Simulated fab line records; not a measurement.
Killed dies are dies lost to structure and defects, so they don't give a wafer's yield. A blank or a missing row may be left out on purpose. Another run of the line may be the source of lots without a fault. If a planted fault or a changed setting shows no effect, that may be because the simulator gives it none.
fab line records -- flow n5Finfet
record: lots: 12, wafers: 36, lastDay: 17
route steps=1938 shown BEOL_M0@730 PASSIVATION@1908
lots that met no fault: from a run of the same line without faults
startH: the number of hours between the record's first day and the start of the first shown wafer of the lot -- waitH: hours since the lot's step before -- " same as the row above -- L1.1+2: one row covering several wafers at once -- - no value, or no start was given -- * or withheld: withheld -- < > ~ a bound
route shown NAME@n: names a module that has steps shown in the file, with the first one's number in the route -- usual: mean and standard deviation over wafers with no fault -- same: alike in all rows -- chamber/n: place in a boat -- sites: per-site readings -- _std_site: the values' standard deviation -- _edge_site: the outer-site mean with the inner-site mean subtracted -- radiusMm: for every site, how far away it sits from the centre of the wafer -- mask NAME#n: copy n -- behind: the last tool/chamber to shape the wafer -- hold: why the lot was held/for how many hours/how that ended -- device: the transistor (n, p or np) that didn't switch -- end of line: at the end of the route, the tests of the same wafers -- a step without rows: its recipe alone -- killed: dies lost to structure and defects at the first sort, not the wafer's yield -- map: dies across one wafer; x = killed, . = not, _ = none there
set.NAME: setting as actually run; set.NAME@STEP: the setting as run at that earlier step -- model.NAME: the simulator's own value behind a step, which no gauge read
steps of the route over a sample of lots; a table a step, a row a wafer
services: from which hour (startH, from the record's first day; less than 0 if before it) a tool's chamber was out of use, for how many hours, and why
== steps ==
step: N5_BEOL_M0_PRE_CLEAN_113
recipe: gas: H2/He, timeS: 30, tempC: 250
usual: heaterPowerW: 331/42
lot.wafer,tool,chamber,startH,waitH,heaterPowerW
L948.1,pvdSputter-02,-,115.12,0.0,428
L948.3,pvdSputter-02,-,115.12,0.0,297
L948.6,pvdSputter-02,-,115.12,0.0,314
L949.1,pvdSputter-03,-,122.84,0.0,381
L949.3,pvdSputter-03,-,122.84,0.0,342
L949.4,pvdSputter-03,-,122.84,0.0,293
L950.1,pvdSputter-01,-,136.94,0.0,327
L950.3,pvdSputter-01,-,136.94,0.0,302
L950.6,pvdSputter-01,-,136.94,0.0,325
L951.1,pvdSputter-01,-,137.02,0.0,329
L951.3,pvdSputter-01,-,137.02,0.0,318
L951.6,pvdSputter-01,-,137.02,0.0,319
L952.2,pvdSputter-03,-,139.44,0.0,280
L952.4,pvdSputter-03,-,139.44,0.0,292
L952.5,pvdSputter-03,-,139.44,0.0,346
L954.2,pvdSputter-01,-,157.39,0.0,321
L954.4,pvdSputter-01,-,157.39,0.0,303
L954.5,pvdSputter-01,-,157.39,0.0,374
L955.1,pvdSputter-01,-,157.57,0.0,367
L955.4,pvdSputter-01,-,157.57,0.0,317
L955.5,pvdSputter-01,-,157.57,0.0,383
L956.1,pvdSputter-01,-,170.15,0.0,319
L956.3,pvdSputter-01,-,170.15,0.0,380
L956.5,pvdSputter-01,-,170.15,0.0,320
L963.1,pvdSputter-01,-,208.40,0.0,316
L963.5,pvdSputter-01,-,208.40,0.0,377
L963.6,pvdSputter-01,-,208.40,0.0,322
L966.3,pvdSputter-02,-,230.81,0.0,422
L966.4,pvdSputter-02,-,230.81,0.0,313
L966.6,pvdSputter-02,-,230.81,0.0,439
L967.3,pvdSputter-02,-,240.94,0.0,310
L967.4,pvdSputter-02,-,240.94,0.0,427
L967.6,pvdSputter-02,-,240.94,0.0,299
L969.2,pvdSputter-03,-,249.12,0.0,282
L969.4,pvdSputter-03,-,249.12,0.0,377
L969.6,pvdSputter-03,-,249.12,0.0,270
step: N5_PASSIVATION_DESCUM_32
recipe: chemistry: O2, timeS: 7.9, sourcePowerW: 50, biasPowerW: 20, pressureMtorr: 20, rfFrequencyHz: 2.712e+07, tempC: 40, o2FlowSccm: 225
usual: drypumpMotorCurrentA: 5.8/0.55, oesProductAu: 0.81/0.079, rfVppV: 244.1/1.2, showerheadPlenumPTorr: 2.14/0.055, tempC: 40.01/0.11, throttleValvePct: 20.30/0.25
lot.wafer,tool,chamber,startH,waitH,drypumpMotorCurrentA,oesProductAu,rfHoursCounterH,rfVppV,showerheadPlenumPTorr,tempC,throttleValvePct
L948.1,rieDiel-01,0,283.26,0.0,6.3,0.73,158,244.6,2.18,40.14,20.30
L948.3,rieDiel-01,2,283.26,0.0,5.2,0.79,99,244.9,2.18,40.10,20.13
L948.6,rieDiel-01,0,283.26,0.0,6.4,0.74,-,245.0,2.18,40.23,20.30
L949.1,rieDiel-06,3,297.35,0.0,5.4,0.87,35,244.6,2.24,39.90,20.46
L949.3,rieDiel-06,2,297.35,0.0,6.3,0.94,24,243.2,2.03,40.07,19.95
L949.4,rieDiel-06,2,297.35,0.0,6.3,0.94,-,243.1,2.03,40.07,19.98
L950.1,rieDiel-01,3,297.98,0.0,6.5,0.85,36,243.7,2.13,40.05,20.21
L950.3,rieDiel-01,1,297.98,0.0,5.7,0.92,29,245.5,2.22,40.01,19.91
L950.6,rieDiel-01,1,297.98,0.0,5.8,0.92,-,244.0,2.22,40.05,19.93
L952.2,rieDiel-03,2,301.41,0.4,5.0,0.78,119,242.0,2.12,40.06,20.81
L952.4,rieDiel-03,1,301.41,0.4,5.5,0.68,229,242.6,2.15,39.99,20.54
L952.5,rieDiel-03,0,301.41,0.4,5.2,0.83,-,243.4,2.10,39.89,20.17
L951.1,rieDiel-03,2,304.62,0.1,5.0,0.78,121,243.9,2.12,39.88,20.82
L951.3,rieDiel-03,1,304.62,0.1,5.5,0.68,231,246.4,2.15,40.05,20.57
L951.6,rieDiel-03,3,304.62,0.1,6.0,0.77,-,241.6,2.02,39.98,20.64
L954.2,rieDiel-01,0,316.91,0.0,6.3,0.72,171,244.8,2.17,40.06,20.32
L954.4,rieDiel-01,2,316.91,0.0,5.2,0.79,111,244.8,2.17,39.91,20.15
L954.5,rieDiel-01,1,316.91,0.0,5.8,0.90,-,245.0,2.21,40.05,19.92
L955.1,rieDiel-01,2,325.14,0.0,5.2,0.79,114,245.2,2.17,40.29,20.14
L955.4,rieDiel-01,0,325.14,0.0,6.2,0.73,174,246.1,2.17,40.06,20.32
L955.5,rieDiel-01,0,325.14,0.0,6.3,0.73,-,244.9,2.17,39.84,20.34
L956.1,rieDiel-01,2,325.33,0.0,5.2,0.78,114,244.6,2.17,40.31,20.16
L956.3,rieDiel-01,3,325.33,0.0,6.6,0.85,46,243.3,2.13,40.00,20.21
L956.5,rieDiel-01,0,325.33,0.0,6.3,0.73,-,244.2,2.17,40.07,20.33
L963.1,rieDiel-06,0,364.29,0.0,5.8,0.92,23,244.2,2.15,39.97,20.21
L963.5,rieDiel-06,2,364.29,0.0,6.3,0.91,-,243.9,2.02,39.81,20.02
L963.6,rieDiel-06,3,364.29,0.0,5.4,0.85,-,244.3,2.23,39.88,20.51
L967.3,rieDiel-03,0,381.08,0.1,5.2,0.80,103,244.5,2.09,39.89,20.19
L967.4,rieDiel-03,2,381.08,0.1,5.0,0.75,151,243.8,2.11,39.98,20.85
L967.6,rieDiel-03,2,381.08,0.1,5.0,0.75,-,243.6,2.11,39.93,20.85
L966.3,rieDiel-06,3,395.57,0.0,5.4,0.83,74,246.0,2.23,40.04,20.50
L966.4,rieDiel-06,1,395.57,0.0,6.6,0.94,21,243.6,2.15,40.12,20.32
L966.6,rieDiel-06,1,395.57,0.0,6.6,0.94,-,244.0,2.16,40.05,20.31
L969.2,rieDiel-01,1,412.74,0.0,5.8,0.87,67,245.6,2.20,40.03,19.98
L969.4,rieDiel-01,0,412.74,0.0,6.4,0.71,202,243.5,2.16,40.03,20.38
L969.6,rieDiel-01,2,412.74,0.0,5.2,0.76,-,244.4,2.16,40.02,20.20
step: N5_PASSIVATION_PECVD_35
recipe: material: SiNx, targetThkA: 7000, tempC: 400, precursor: SiH4/NH3/N2, pressureTorr: 4.9, rfW: 1406, timeS: 151.3
usual: heaterPowerW: 352/110, showerheadPlenumPTorr: 8.67/0.035, throttleValvePct: 28.8/1.5
lot.wafer,tool,chamber,startH,waitH,heaterPowerW,showerheadPlenumPTorr,throttleValvePct
L948.1,pecvd-02,1,284.54,0.1,387,8.63,27.4
L948.3,pecvd-02,0,284.54,0.1,326,8.70,30.1
L948.6,pecvd-02,1,284.54,0.1,423,8.67,27.4
L949.1,pecvd-02,1,298.60,0.1,441,8.65,27.3
L949.3,pecvd-02,0,298.60,0.1,292,8.68,30.0
L949.4,pecvd-02,2,298.60,0.1,382,8.69,28.4
L950.1,pecvd-03,2,299.25,0.1,144,8.74,27.4
L950.3,pecvd-03,2,299.25,0.1,183,8.74,27.6
L950.6,pecvd-03,2,299.25,0.1,209,8.74,27.2
L952.2,pecvd-02,2,302.85,0.1,364,8.70,28.4
L952.4,pecvd-02,2,302.85,0.1,373,8.70,28.5
L952.5,pecvd-02,0,302.85,0.1,367,8.68,30.1
L951.1,pecvd-04,0,305.85,0.1,504,8.67,30.8
L951.3,pecvd-04,1,305.85,0.1,455,8.65,28.7
L951.6,pecvd-04,2,305.85,0.1,324,8.65,26.9
L954.2,pecvd-04,1,318.15,0.1,449,8.65,28.3
L954.4,pecvd-04,0,318.15,0.1,477,8.67,30.7
L954.5,pecvd-04,1,318.15,0.1,468,8.66,28.4
L955.1,pecvd-02,0,326.36,0.1,393,8.70,30.1
L955.4,pecvd-02,0,326.36,0.1,267,8.69,29.9
L955.5,pecvd-02,1,326.36,0.1,288,8.69,27.1
L956.1,pecvd-04,1,326.59,0.1,336,8.65,28.6
L956.3,pecvd-04,0,326.59,0.1,391,8.69,30.9
L956.5,pecvd-04,2,326.59,0.1,377,8.63,26.9
L963.1,pecvd-03,0,365.67,0.1,610,8.62,31.0
L963.5,pecvd-03,0,365.67,0.1,428,8.61,31.0
L963.6,pecvd-03,2,365.67,0.1,185,8.74,27.2
L967.3,pecvd-03,1,382.29,0.1,230,8.64,28.4
L967.4,pecvd-03,0,382.29,0.1,593,8.62,31.3
L967.6,pecvd-03,2,382.29,0.1,203,8.74,27.2
L966.3,pecvd-03,1,396.96,0.1,197,8.66,29.1
L966.4,pecvd-03,2,396.96,0.1,173,8.74,27.3
L966.6,pecvd-03,1,396.96,0.1,222,8.63,28.8
L969.2,pecvd-02,0,414.36,0.1,361,8.68,30.1
L969.4,pecvd-02,2,414.36,0.1,244,8.69,29.0
L969.6,pecvd-02,0,414.36,0.1,384,8.69,30.0
step: N5_PASSIVATION_PROBE_49
usual: defectLimitedYield: 91.4/1.5, killed_at_M0_to_M3: 34/10, killed_at_M4_up: 15/6, killedAtContacts: 12/6, killedAtFrontEnd: 37/11, killedAtOther: 3.3/2.8, killedDies: 101/18, killedOnRim: 14/4.4, killedOpen: 66/14, killedShort: 33/7.8, sort_bin_5_function: 5.0/0.97, sort_bin_6_memory: 3.2/0.72, sortNPass: 1079/18, sortYieldPct: 91.4/1.5
same: grossDies: 1180, killedAtBackSide: 0, sort_bin_4_leakage[%]: 0, sort_bin_8_speed[%]: 0
lot.wafer,tool,chamber,startH,waitH,defectLimitedYield[%],killed_at_M0_to_M3,killed_at_M4_up,killedAtContacts,killedAtFrontEnd,killedAtOther,killedDies,killedOnRim,killedOpen,killedShort,sort_bin_5_function[%],sort_bin_6_memory[%],sortNPass,sortYieldPct[%]
L948.1,prober-02,-,288.29,0.0,92.5,35,11,12,24,6,88,7,53,35,4.2,3.1,1092,92.5
L948.3,prober-02,-,288.39,0.1,92.6,26,13,14,29,5,87,11,48,38,3.7,3.3,1093,92.6
L948.6,prober-02,-,288.54,0.3,92.5,36,7,8,32,6,89,16,64,24,4.2,3.1,1091,92.5
L956.1,prober-01,-,330.28,0.0,89.7,52,20,4,43,2,121,22,80,40,6.2,3.5,1059,89.7
L956.3,prober-01,-,330.38,0.1,81.4,160,17,9,29,4,219,26,56,39,10.9,3.1,961,81.4
L956.5,prober-01,-,330.48,0.2,87.5,61,32,14,40,0,147,19,87,56,6.4,5.3,1033,87.5
L963.1,prober-02,-,369.37,0.0,90.8,34,13,27,33,2,109,12,83,26,5.0,4.0,1071,90.8
L963.5,prober-02,-,369.57,0.2,79.7,159,19,11,46,5,240,30,77,40,11.8,4.8,940,79.7
L963.6,prober-02,-,369.62,0.3,89.0,46,26,15,37,6,130,25,91,38,7.2,3.6,1050,89.0
L966.3,prober-01,-,400.76,0.1,93.2,20,5,14,40,1,80,11,47,24,3.8,1.9,1100,93.2
L966.4,prober-01,-,400.81,0.2,89.8,54,9,19,38,0,120,15,84,35,4.8,5.0,1060,89.8
L966.6,prober-01,-,400.91,0.3,89.6,35,16,27,43,2,123,24,76,40,5.5,4.0,1057,89.6
killed by level:class
L948.1 FIN_SAQP:geometricParticle:open=9 BEOL_M0_SAQP:geometricParticle:open=8 MOL_CONTACT_COAG:geometricParticle:open=7 BEOL_M0_SAQP:geometricParticle:short=6 BEOL_M1:geometricParticle:open=6 MOL_CONTACT_COAG:geometricParticle:short=5 BEOL_M2:geometricParticle:short=5 BEOL_M4:geometricParticle:open=5
L948.3 FIN_SAQP:geometricParticle:short=10 FIN_SAQP:geometricParticle:open=9 MOL_CONTACT_COAG:geometricParticle:open=9 BEOL_M0_SAQP:geometricParticle:open=7 BEOL_M0_SAQP:geometricParticle:short=7 BEOL_M1:geometricParticle:open=7 MOL_CONTACT_COAG:geometricParticle:short=5 BEOL_M4:geometricParticle:open=5
L948.6 BEOL_M3:geometricParticle:open=10 FIN_SAQP:geometricParticle:open=9 BEOL_M1:geometricParticle:open=8 STI_FIN_REVEAL:geometricParticle:open=7 MOL_CONTACT_COAG:geometricParticle:open=7 BEOL_M0_SAQP:geometricParticle:open=5 BEOL_M0_SAQP:geometricParticle:short=5 BEOL_M1:geometricParticle:short=5
L956.1 BEOL_M0_SAQP:geometricParticle:open=19 FIN_SAQP:geometricParticle:open=13 BEOL_M4:geometricParticle:open=12 BEOL_M0_SAQP:geometricParticle:short=11 BEOL_M2:geometricParticle:open=10 FIN_SAQP:geometricParticle:short=8 STI_FIN_REVEAL:geometricParticle:open=5 BEOL_M1:geometricParticle:open=4
L956.3 BEOL_M0:unspecified=123 BEOL_M0_SAQP:geometricParticle:short=10 BEOL_M0_SAQP:geometricParticle:open=9 FIN_SAQP:geometricParticle:short=8 MOL_CONTACT_COAG:geometricParticle:open=7 FIN_SAQP:geometricParticle:open=7 BEOL_M4:geometricParticle:open=7 BEOL_M2:geometricParticle:open=5
L956.5 BEOL_M0_SAQP:geometricParticle:short=21 BEOL_M4:geometricParticle:open=17 BEOL_M0_SAQP:geometricParticle:open=14 MOL_CONTACT_COAG:geometricParticle:open=9 BEOL_M2:geometricParticle:open=8 FIN_SAQP:geometricParticle:short=6 BEOL_M1:geometricParticle:open=6 FIN_SAQP:geometricParticle:open=5
L963.1 MOL_CONTACT_COAG:geometricParticle:open=21 BEOL_M3:geometricParticle:open=10 STI_FIN_REVEAL:geometricParticle:open=8 FIN_SAQP:geometricParticle:open=6 MOL_CONTACT_COAG:geometricParticle:short=6 BEOL_M0_SAQP:geometricParticle:open=6 BEOL_M2:geometricParticle:open=5 BEOL_M1:geometricParticle:open=5
L963.5 BEOL_M0:unspecified=122 BEOL_M4:geometricParticle:open=14 FIN_SAQP:geometricParticle:open=10 BEOL_M1:geometricParticle:open=9 BEOL_M0_SAQP:geometricParticle:open=8 MOL_CONTACT_COAG:geometricParticle:open=7 FIN_SAQP:geometricParticle:short=6 STI_FIN_REVEAL:geometricParticle:open=5
L963.6 BEOL_M4:geometricParticle:open=17 BEOL_M0_SAQP:geometricParticle:open=11 BEOL_M3:geometricParticle:open=11 MOL_CONTACT_COAG:geometricParticle:open=10 GATE_CUT:geometricParticle:short=6 FIN_SAQP:geometricParticle:open=5 STI_FIN_REVEAL:geometricParticle:open=5 DUMMY_GATE:geometricParticle:open=5
L966.3 MOL_CONTACT_COAG:geometricParticle:open=12 HKMG_FIN:areaEtch=9 FIN_SAQP:geometricParticle:open=7 BEOL_M2:geometricParticle:open=6 FIN_SAQP:geometricParticle:short=5 ILD0:geometricParticle:open=5 BEOL_M0_SAQP:geometricParticle:open=4 BEOL_M1:geometricParticle:open=4
L966.4 MOL_CONTACT_COAG:geometricParticle:open=13 BEOL_M3:geometricParticle:open=13 FIN_SAQP:geometricParticle:short=10 BEOL_M2:geometricParticle:open=9 FIN_SAQP:geometricParticle:open=8 BEOL_M0_SAQP:geometricParticle:short=8 BEOL_M1:geometricParticle:open=7 MOL_CONTACT_COAG:geometricParticle:short=6
L966.6 MOL_CONTACT_COAG:geometricParticle:open=18 FIN_SAQP:geometricParticle:open=11 MOL_CONTACT_COAG:geometricParticle:short=9 FIN_SAQP:geometricParticle:short=8 BEOL_M1:geometricParticle:open=7 BEOL_M0_SAQP:geometricParticle:short=7 HKMG_FIN:areaEtch=7 BEOL_M2:geometricParticle:open=6
== services ==
tool,chamber,startH,hours,kind
rieDiel-06,0,95.43,9.2,repair
rieDiel-01,0,107.19,29.5,repair
pecvd-03,-,142.42,14.6,pm
pvdSputter-03,-,144.93,4.2,repair
rieDiel-06,2,169.03,5.1,repair
rieDiel-01,3,172.08,16.0,repair
rieDiel-01,1,175.77,9.0,repair
pvdSputter-03,-,178.36,1.0,repair
rieDiel-06,-,183.10,0.2,repair
rieDiel-03,3,184.82,4.3,repair
pecvd-03,2,209.24,13.2,repair
pecvd-04,0,214.44,25.6,repair
pecvd-02,2,223.44,4.2,repair
rieDiel-06,-,233.19,15.6,pm
pecvd-03,1,260.12,40.9,repair
pecvd-03,-,276.82,6.0,pm
rieDiel-01,0,287.50,1.8,repair
pecvd-02,-,292.26,5.5,pm
pecvd-03,-,298.20,0.8,repair
pecvd-03,-,356.33,1.8,repair
pecvd-03,-,362.51,2.8,pm
rieDiel-01,-,373.96,1.1,repair
rieDiel-01,1,378.85,1.3,repair
pecvd-02,-,390.45,6.0,pm
== key ==
firstSign: step: N5_PASSIVATION_PROBE_49, reading: killed_at_M0_to_M3, direction: up, sigmas: 12, usual: 34, struck: 160
effect: step: N5_PASSIVATION_PROBE_49, reading: defectLimitedYield, direction: down, sigmas: 7.2, usual: 91.4, struck: 80.6
moreKillsBornAt: N5_BEOL_M0_PRE_CLEAN_113@pvdSputter-01: 245
metAt N5_BEOL_M0_PRE_CLEAN_113
struckLots L956,L963
struckWafers L956.3,L963.5
notActingAt N5_PASSIVATION_DESCUM_32,N5_PASSIVATION_PECVD_35
onsetBetween 157.57 170.15
fault: kind: chamberParticleSource, tool: pvdSputter-01, chamber: -, onsetH: 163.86, steps: N5_BEOL_M0_PRE_CLEAN_113, ratePerVisitCm2: 1.9875, endH: 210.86, scope: struckWafersOnly
